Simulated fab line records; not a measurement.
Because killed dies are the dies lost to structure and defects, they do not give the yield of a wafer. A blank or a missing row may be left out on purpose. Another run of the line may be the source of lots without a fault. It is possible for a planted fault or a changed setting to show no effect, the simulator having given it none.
The same fault as seen by 3 desks ; flow nand harc ; every desk sees just its own numbers, and what lay behind them comes last

== THE DEFECT DESK ==
Counts from the inspections along the route, per lot, as means over the sampled wafers that have a number. Marked OUT: a lot whose mean sits more than 4 standard deviations from the usual mean, which makes it out of limits; the brackets give that distance.
Columns: A = raw defect count at NHARC_P_M0_INSPECT_11, usual 4.8
lot;first seen here;A
L454;day 8 02:19;3.0
L456;day 9 07:19;4.7
L457;day 9 10:49;5.3
L468;day 13 18:05;6.3
L470;day 14 16:44;6.0
L472;day 15 16:17;3.0
This desk's finding: nothing out of limits on any of the 6 lots.

== THE METROLOGY DESK ==
What the gauges read for every lot (on any tool): the sampled wafers with a number, averaged. Marked OUT: a lot whose mean sits more than 4 standard deviations from the usual mean, which makes it out of limits; the brackets give that distance.
Columns: A = cd nm at NHARC_P_M0_CD_MEAS_09, usual 90.1 nm; B = overlay x nm at NHARC_P_M0_OVL_MEAS_10, usual -0.1 nm; C = overlay y nm at NHARC_P_M0_OVL_MEAS_10, usual 0.0 nm; D = cd nm at NHARC_P_M0_CD_MEAS_16, usual 90.0 nm
lot;first seen here;A;B;C;D
L454;day 8 02:11;89.8;-1.0;1.0;89.7
L456;day 9 07:12;90.6;-0.8;-0.3;90.4
L457;day 9 10:42;90.8;-1.9;-0.5;91.1
L468;day 13 17:58;90.6;0.9;0.2;91.2
L470;day 14 16:36;90.7;-1.4;-0.6;90.3
L472;day 15 16:10;89.9;-0.4;-0.3;89.4
This desk's finding: nothing out of limits on any of the 6 lots.

== THE TOOL OWNER'S DESK: rie diel-05 ==
The tool's own readings at NHARC_P_M0_ETCH_15 (etches the open film in C4F8/Ar, target depth 150 nm, overetch 15 nm, time 82.5 s): means of the sampled wafers that have a number, for each lot that ran on this tool. Marked OUT: a lot whose mean sits more than 4 standard deviations from the usual mean, which makes it out of limits; the brackets give that distance.
Columns: A = oes product au at NHARC_P_M0_ETCH_15, usual 0.959 a.u.; B = rf vpp V at NHARC_P_M0_ETCH_15, usual 441 V; C = run length s at NHARC_P_M0_ETCH_15, usual 103.9 s
lot;first seen here;A;B;C
L457;day 9 11:03;0.983;445;103.8
L468;day 13 18:19;0.966;441;96.4 (-18) OUT
L470;day 14 17:40;0.931;444;96.2 (-19) OUT
This desk finds L468, L470 out of limits, L468 being first, at day 13 18:19 (run length s at NHARC_P_M0_ETCH_15). In limits: L457.

== PUT TOGETHER ==
On L468, L470, at day 13 18:19, an alarm was possible from the tool owner's desk.
The defect desk saw nothing out of limits.
Nothing out of limits was seen by the metrology desk.
The defect desk has L468, L470 on record, within its limits.
The metrology desk has L468, L470 on record, within its limits.
Every lot named ran NHARC_P_M0_ETCH_15 on rie diel-05.

== WHAT WAS PUT IN BY THE SIMULATOR ==
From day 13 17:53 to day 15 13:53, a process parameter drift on rie diel-05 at NHARC_P_M0_ETCH_15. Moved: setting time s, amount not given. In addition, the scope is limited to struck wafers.
Shown lots that were struck: L468, L470.
How many hours passed from the start of the fault until each desk's first out-of-limits reading: the tool owner's desk, 0.
